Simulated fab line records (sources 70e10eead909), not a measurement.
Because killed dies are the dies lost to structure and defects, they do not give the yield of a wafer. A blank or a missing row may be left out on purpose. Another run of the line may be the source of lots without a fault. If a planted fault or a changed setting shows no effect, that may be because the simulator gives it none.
Chamber matching | flow nand harc | 4 sister chambers for NHARC_P_M1_ETCH_35 on rie diel-02
The step etches the open film in N2/H2, target depth 40 nm, overetch 12 nm, time 43.94 s. 4 wafers are shown with their chamber, then 12 later ones without.

WAFERS, EACH WITH ITS CHAMBER
wafer  | chamber | showerhead plenum p Torr (Torr)
L087.3 | 0       | 1.99
L088.5 | 2       | 2.08
L092.5 | 3       | 2.02
L092.6 | 1       | 2.12

WAFERS MISSING THEIR CHAMBER
wafer  | showerhead plenum p Torr (Torr)
L093.1 | 2.02
L093.2 | 1.98
L093.4 | 2.12
L095.2 | 2.12
L095.3 | 2.02
L095.6 | 2.08
L096.2 | 2.12
L096.3 | 2.08
L096.5 | 2.12
L097.3 | 2.02
L097.5 | 2.08
L097.6 | 2.02

WHICH CHAMBER EACH ONE RAN IN
wafer  | from the rows above | in truth
L093.1 | 3                   | 3
L093.2 | 0                   | 0
L093.4 | 1                   | 1
L095.2 | 1                   | 1
L095.3 | 3                   | 3
L095.6 | 2                   | 2
L096.2 | 1                   | 1
L096.3 | 2                   | 2
L096.5 | 1                   | 1
L097.3 | 3                   | 3
L097.5 | 2                   | 2
L097.6 | 3                   | 3
Correct placement for 12 of the 12. Left unplaced by these rows: 0. Number placed wrongly: 0.
How it was worked out, from the rows above alone: a wafer's distance from a chamber is the root of the sum, over the readings, of the square of ((its reading less the chamber's mean) divided by the reading's scatter). If the next closest chamber is less than 2 further off than the closest, the wafer can't be placed; otherwise it belongs to the closest. For every chamber, the mean is computed from those of its wafers that are shown. The scatter: root of mean squared gap, hidden wafer to nearest shown wafer, with one shown wafer a chamber.
